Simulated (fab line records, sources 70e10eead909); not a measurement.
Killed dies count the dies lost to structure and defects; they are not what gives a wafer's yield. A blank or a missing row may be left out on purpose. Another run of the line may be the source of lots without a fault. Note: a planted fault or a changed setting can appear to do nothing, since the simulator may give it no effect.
Matching of chambers :: flow nand_harc :: NHARC_A_STAIRCASE_TRIM_220 on rie_diel-01: 4 sister chambers
The step chemistry O2, time 211.2 s. 8 wafers are shown with their chamber, then 9 later ones without.

== EACH WAFER AND ITS CHAMBER ==
wafer: L078.6
chamber: 2
drypump_motor_current_A (A): 5.70
showerhead_plenum_p_Torr (Torr): 3.29

wafer: L078.1
chamber: 1
drypump_motor_current_A (A): 6.38
showerhead_plenum_p_Torr (Torr): 3.34

wafer: L081.3
chamber: 0
drypump_motor_current_A (A): 5.42
showerhead_plenum_p_Torr (Torr): 3.55

wafer: L086.5
chamber: 0
drypump_motor_current_A (A): 5.41
showerhead_plenum_p_Torr (Torr): 3.54

wafer: L086.6
chamber: 1
drypump_motor_current_A (A): 6.39
showerhead_plenum_p_Torr (Torr): 3.33

wafer: L089.1
chamber: 3
drypump_motor_current_A (A): 5.78
showerhead_plenum_p_Torr (Torr): 3.76

wafer: L089.3
chamber: 3
drypump_motor_current_A (A): 5.82
showerhead_plenum_p_Torr (Torr): 3.76

wafer: L089.6
chamber: 2
drypump_motor_current_A (A): 5.71
showerhead_plenum_p_Torr (Torr): 3.27

== WAFERS WITH NO CHAMBER GIVEN ==
wafer: L093.1
drypump_motor_current_A (A): 5.39
showerhead_plenum_p_Torr (Torr): 3.54

wafer: L093.2
drypump_motor_current_A (A): 5.82
showerhead_plenum_p_Torr (Torr): 3.75

wafer: L093.3
drypump_motor_current_A (A): 5.71
showerhead_plenum_p_Torr (Torr): 3.26

wafer: L094.1
drypump_motor_current_A (A): 5.43
showerhead_plenum_p_Torr (Torr): 3.54

wafer: L094.2
drypump_motor_current_A (A): 5.70
showerhead_plenum_p_Torr (Torr): 3.26

wafer: L094.4
drypump_motor_current_A (A): 5.83
showerhead_plenum_p_Torr (Torr): 3.75

wafer: L097.2
drypump_motor_current_A (A): 5.81
showerhead_plenum_p_Torr (Torr): 3.74

wafer: L097.3
drypump_motor_current_A (A): 6.36
showerhead_plenum_p_Torr (Torr): 3.31

wafer: L097.6
drypump_motor_current_A (A): 6.37
showerhead_plenum_p_Torr (Torr): 3.31

== EACH ONE'S CHAMBER ==
wafer: L093.1
from the rows above: 0
in truth: 0

wafer: L093.2
from the rows above: 3
in truth: 3

wafer: L093.3
from the rows above: 2
in truth: 2

wafer: L094.1
from the rows above: 0
in truth: 0

wafer: L094.2
from the rows above: 2
in truth: 2

wafer: L094.4
from the rows above: 3
in truth: 3

wafer: L097.2
from the rows above: 3
in truth: 3

wafer: L097.3
from the rows above: 1
in truth: 1

wafer: L097.6
from the rows above: 1
in truth: 1
Correct placement for 9 of the 9. Not placeable from these rows: 0. Placed wrongly: 0.
How it was worked out, from the rows above alone: a wafer's distance from a chamber is the root of the sum, over the readings, of the square of ((its reading less the chamber's mean) divided by the reading's scatter). If the next closest chamber is less than 2 further off than the closest, the wafer can't be placed; otherwise it belongs to the closest. For every chamber, the mean is computed from those of its wafers that are shown. The scatter is the square root of a quotient: the sum, over the shown wafers, of each reading's squared deviation from its chamber's mean, divided by wafers minus chambers.
